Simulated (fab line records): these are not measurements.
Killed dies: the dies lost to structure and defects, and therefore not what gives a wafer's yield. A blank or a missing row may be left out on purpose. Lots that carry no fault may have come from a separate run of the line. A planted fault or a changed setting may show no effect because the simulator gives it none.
Which tool is to blame? | flow nandHarc | 14 lots, 42 wafers sampled, at 5 steps of a route of 1302

== WHAT EACH GAUGE READ, for each wafer ==
NHARC_A_ONON_D2_THK_MEAS_14: measures by ellipsometry. Usual: thkNm at 1004 nm, with a standard deviation of 10.
lot  | measured     | on           | thkNm (nm)     | flag
L499 | day 12 19:13 | filmMetro-02 | 1003 1003 1005 | 
L498 | day 12 20:22 | filmMetro-01 | 993 992 994    | 
L500 | day 13 05:58 | filmMetro-02 | 1016 1014 1013 | 
L503 | day 14 12:35 | filmMetro-01 | 994 993 994    | 
L506 | day 15 20:28 | filmMetro-01 | 1013 1014 1015 | 
L505 | day 15 20:28 | filmMetro-02 | 991 992 993    | 
L504 | day 15 20:38 | filmMetro-02 | 1000 999 999   | 
L507 | day 16 04:08 | filmMetro-01 | 1005 1006 1007 | 
L508 | day 17 07:25 | filmMetro-02 | 993 991 991    | 
L509 | day 17 07:32 | filmMetro-02 | 998 1000 1000  | 
L511 | day 18 04:28 | filmMetro-02 | 1012 1013 1014 | 
L512 | day 18 21:53 | filmMetro-02 | 1001 1002 1003 | 
L514 | day 19 06:34 | filmMetro-02 | 1000 999 1001  | 
L517 | day 20 04:24 | filmMetro-02 | 990 988 987    | 

NHARC_A_ONON_D2_INSPECT_32. Usual: rawDefectCount at 386, with a standard deviation of 150.
lot  | measured     | on               | rawDefectCount | flag
L499 | day 13 08:14 | defectInspect-01 | 245 347 372    | 
L498 | day 13 08:14 | defectInspect-02 | 245 396 601    | 
L500 | day 13 16:51 | defectInspect-02 | 548 401 437    | 
L503 | day 14 23:20 | defectInspect-02 | 532 584 294    | 
L506 | day 16 06:37 | defectInspect-01 | 354 511 291    | 
L505 | day 16 06:53 | defectInspect-02 | 480 297 228    | 
L504 | day 16 06:35 | defectInspect-02 | 349 206 361    | 
L507 | day 17 05:16 | defectInspect-02 | 279 518 561    | 
L508 | day 17 17:50 | defectInspect-01 | 319 357 197    | 
L509 | day 17 18:10 | defectInspect-02 | 385 757 399    | 
L511 | day 18 15:16 | defectInspect-01 | 140 191 196    | 
L512 | day 19 08:35 | defectInspect-01 | 302 450 202    | 
L514 | day 19 16:46 | defectInspect-02 | 651 535 422    | 
L517 | day 20 14:14 | defectInspect-01 | 185 218 280    | 

NHARC_A_CHANNEL_HOLE_D2_CD_MEAS_10: target cd 100 nm. Usual: cdNm at 99.9 nm, with a standard deviation of 0.52.
lot  | measured     | on       | cdNm (nm)         | flag
L499 | day 13 10:49 | cdSem-03 | 99.7 100.2 100.0  | 
L498 | day 13 10:58 | cdSem-03 | 99.6 99.5 99.3    | 
L500 | day 13 19:32 | cdSem-03 | 100.4 100.7 100.4 | 
L503 | day 15 03:19 | cdSem-01 | 101.1 101.0 100.4 | 
L506 | day 16 09:58 | cdSem-01 | 99.9 100.2 99.6   | 
L505 | day 16 10:43 | cdSem-01 | 100.1 100.3 99.7  | 
L504 | day 16 09:19 | cdSem-02 | 100.0 99.5 100.0  | 
L507 | day 17 08:36 | cdSem-01 | 99.2 100.1 99.1   | 
L508 | day 17 23:25 | cdSem-03 | 99.7 99.5 98.9    | 
L509 | day 18 01:02 | cdSem-01 | 100.2 100.4 100.4 | 
L511 | day 18 17:58 | cdSem-02 | 100.3 99.8 99.8   | 
L512 | day 19 11:45 | cdSem-03 | 100.3 100.5 100.0 | 
L514 | day 19 22:05 | cdSem-01 | 99.3 102.1 99.2   | 
L517 | day 20 19:29 | cdSem-01 | 100.8 101.7 99.4  | 

NHARC_A_CHANNEL_HOLE_D2_OVL_MEAS_11. Usual: overlayXNm -0.2 nm, standard deviation 1.1; overlayYNm 0.1 nm, standard deviation 0.81.
lot  | measured     | on         | overlayXNm (nm) | overlayYNm (nm) | flag
L499 | day 13 10:55 | overlay-02 | -0.5 -0.4 -0.5  | 0.5 0.2 0.3     | 
L498 | day 13 11:04 | overlay-02 | -1.3 -1.0 -1.1  | 1.7 1.4 1.1     | 
L500 | day 13 19:38 | overlay-02 | 0.1 -0.1 0.2    | 1.2 1.7 1.2     | 
L503 | day 15 03:24 | overlay-02 | 1.2 1.0 1.1     | -0.4 -0.9 -0.7  | 
L506 | day 16 10:03 | overlay-01 | -1.0 -0.5 -0.7  | 0.8 1.5 1.2     | 
L505 | day 16 10:49 | overlay-02 | -3.1 -2.4 -2.6  | 0.8 0.5 1.1     | 
L504 | day 16 09:24 | overlay-02 | 0.5 0.2 0.7     | -1.7 -1.7 -1.4  | 
L507 | day 17 08:41 | overlay-02 | -2.6 -2.5 -2.3  | -0.8 -1.0 -0.5  | 
L508 | day 17 23:29 | overlay-02 | 1.7 1.6 1.5     | 0.2 0.2 0.3     | 
L509 | day 18 01:07 | overlay-02 | 0.6 1.1 0.3     | 0.3 0.5 0.9     | 
L511 | day 18 18:04 | overlay-01 | 0.9 1.1 1.5     | 0.8 -0.3 0.5    | 
L512 | day 19 11:50 | overlay-02 | 1.3 1.6 1.1     | 1.1 0.9 1.4     | 
L514 | day 19 22:10 | overlay-01 | 0.2 0.6 -0.3    | 0.0 -0.4 -0.2   | 
L517 | day 20 19:34 | overlay-01 | -0.2 -0.6 -1.2  | 1.0 1.2 0.6     | 

== WHAT TOOL EACH LOT RAN ON (gives the tool, then ch and the chambers of the sampled wafers, and finally the start) ==
lot  | NHARC_A_CHANNEL_HOLE_D2_DEVELOP_09
L499 | lithoTrack-01 ch 0, day 13 10:00
L498 | lithoTrack-04 ch 0, day 13 10:00
L500 | lithoTrack-01 ch 0, day 13 19:00
L503 | lithoTrack-01 ch 0, day 15 03:00
L506 | lithoTrack-04 ch 0, day 16 09:00
L505 | lithoTrack-01 ch 0, day 16 10:00
L504 | lithoTrack-06 ch 0, day 16 09:00
L507 | lithoTrack-06 ch 0, day 17 08:00
L508 | lithoTrack-06 ch 0, day 17 23:00
L509 | lithoTrack-04 ch 0, day 18 00:00
L511 | lithoTrack-04 ch 0, day 18 17:00
L512 | lithoTrack-01 ch 0, day 19 11:00
L514 | lithoTrack-06 ch 0, day 19 22:00
L517 | lithoTrack-06 ch 0, day 20 19:00
- NHARC_A_CHANNEL_HOLE_D2_DEVELOP_09: develop time 35 s.

== WHAT THE TOOLS THEMSELVES READ (means of the sampled wafers that have a number; where no wafer has one, the mark that the record gives instead) ==
NHARC_A_CHANNEL_HOLE_D2_DEVELOP_09. Usual: chillPlateTempC at 23.00 C, with a standard deviation of 0.11.
lot  | tool          | chillPlateTempC (C) | flag
L499 | lithoTrack-01 | 23.00               | 
L498 | lithoTrack-04 | 23.12               | 
L500 | lithoTrack-01 | 22.91               | 
L503 | lithoTrack-01 | 22.91               | 
L506 | lithoTrack-04 | 22.92               | 
L505 | lithoTrack-01 | 23.07               | 
L504 | lithoTrack-06 | 23.09               | 
L507 | lithoTrack-06 | 22.91               | 
L508 | lithoTrack-06 | 23.04               | 
L509 | lithoTrack-04 | 22.95               | 
L511 | lithoTrack-04 | 23.00               | 
L512 | lithoTrack-01 | 23.18               | 
L514 | lithoTrack-06 | 23.04               | 
L517 | lithoTrack-06 | 22.97               | 

== THE ANSWER, worked out from the rows above alone ==
Rule: lot off if the mean of its wafers having a number is beyond 3 standard deviations from the usual mean. Also off: a lot with no number at a reading for which 4 or more lots have one. Any other lot the step has rows for is counted as sound. After the gauges, taken in route order, come the tools' own readings; for these a lot's mean is taken, as printed above. The first step at which some lot is off is used, and at that step the reading that is off furthest; a lot without a number counts as furthest.
Nothing can be told from this: no lot is off at any reading shown.

== WHAT WAS PUT IN BY THE SIMULATOR ==
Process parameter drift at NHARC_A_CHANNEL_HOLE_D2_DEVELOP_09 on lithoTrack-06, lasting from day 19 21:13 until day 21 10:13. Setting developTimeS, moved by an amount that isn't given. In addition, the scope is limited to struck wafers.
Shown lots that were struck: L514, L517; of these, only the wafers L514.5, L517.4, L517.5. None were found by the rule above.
